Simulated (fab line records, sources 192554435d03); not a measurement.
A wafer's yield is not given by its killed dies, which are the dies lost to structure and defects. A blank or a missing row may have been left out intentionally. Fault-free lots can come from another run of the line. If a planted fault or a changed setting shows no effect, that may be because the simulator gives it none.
Which of the tools did it? || flow n5Finfet || 10 lots, 30 wafers sampled, at 2 steps of a route of 1938

== WHAT THE GAUGES SHOWED, per wafer ==
N5_BEOL_M3_RS_MEAS_58: measures by four-point-probe.
{"lot": "L900", "measured": "day 8 11:32", "on": "filmMetro-02", "M3_RS (ohm/sq)": "0.69 0.67 0.66"}
{"lot": "L901", "measured": "day 8 18:31", "on": "filmMetro-02", "M3_RS (ohm/sq)": "0.69 0.68 0.66"}
{"lot": "L902", "measured": "day 9 01:28", "on": "filmMetro-02", "M3_RS (ohm/sq)": "0.65 0.65 0.64"}
{"lot": "L905", "measured": "day 9 20:50", "on": "filmMetro-02", "M3_RS (ohm/sq)": "0.70 0.67 0.70"}
{"lot": "L910", "measured": "day 11 08:40", "on": "filmMetro-01", "M3_RS (ohm/sq)": "0.68 0.68 0.62"}
{"lot": "L911", "measured": "day 11 11:18", "on": "filmMetro-02", "M3_RS (ohm/sq)": "0.69 0.67 0.68"}
{"lot": "L914", "measured": "day 13 02:52", "on": "filmMetro-01", "M3_RS (ohm/sq)": "0.69 0.67 0.65"}
{"lot": "L917", "measured": "day 13 18:55", "on": "filmMetro-01", "M3_RS (ohm/sq)": "0.69 0.68 0.70"}
{"lot": "L916", "measured": "day 14 03:07", "on": "filmMetro-01", "M3_RS (ohm/sq)": "0.73 0.68 0.71"}
{"lot": "L921", "measured": "day 14 13:11", "on": "filmMetro-02", "M3_RS (ohm/sq)": "0.67 0.64 0.67"}

== EACH LOT AND THE TOOL THAT RAN IT (in order: tool; ch and the chambers of the sampled wafers; start) ==
{"lot": "L900", "N5_BEOL_M3_SPUTTER_94": "pvdSputter-03, day 8 10:17"}
{"lot": "L901", "N5_BEOL_M3_SPUTTER_94": "pvdSputter-03, day 8 17:16"}
{"lot": "L902", "N5_BEOL_M3_SPUTTER_94": "pvdSputter-01, day 9 00:11"}
{"lot": "L905", "N5_BEOL_M3_SPUTTER_94": "pvdSputter-02, day 9 19:35"}
{"lot": "L910", "N5_BEOL_M3_SPUTTER_94": "pvdSputter-03, day 11 07:24"}
{"lot": "L911", "N5_BEOL_M3_SPUTTER_94": "pvdSputter-01, day 11 10:02"}
{"lot": "L914", "N5_BEOL_M3_SPUTTER_94": "pvdSputter-01, day 13 01:36"}
{"lot": "L917", "N5_BEOL_M3_SPUTTER_94": "pvdSputter-01, day 13 17:19"}
{"lot": "L916", "N5_BEOL_M3_SPUTTER_94": "pvdSputter-01, day 14 01:50"}
{"lot": "L921", "N5_BEOL_M3_SPUTTER_94": "pvdSputter-01, day 14 11:54"}
- N5_BEOL_M3_SPUTTER_94: material Cu, target thk 4.5 nm, time 8.29 s.

== THE ANSWER, worked out from the rows above alone ==
Rule: the lots themselves supply what counts as usual. Put in order of their means at a reading, lots are off if they are a third of the lots or fewer, leave a main group of 4 or more, and stand apart from it by a gap of 3 or more times the standard deviation of the main group's means; of several such gaps the widest counts. If all means in a main group match to the digits the tables above print for the reading, that group is not used. A lot without any number at a reading at which 4 lots or more have one is off too. All remaining lots with rows at the step are treated as sound.
Nothing can be told from this: no lot is off at any reading shown.

== WHAT THE SIMULATOR HAD INSERTED ==
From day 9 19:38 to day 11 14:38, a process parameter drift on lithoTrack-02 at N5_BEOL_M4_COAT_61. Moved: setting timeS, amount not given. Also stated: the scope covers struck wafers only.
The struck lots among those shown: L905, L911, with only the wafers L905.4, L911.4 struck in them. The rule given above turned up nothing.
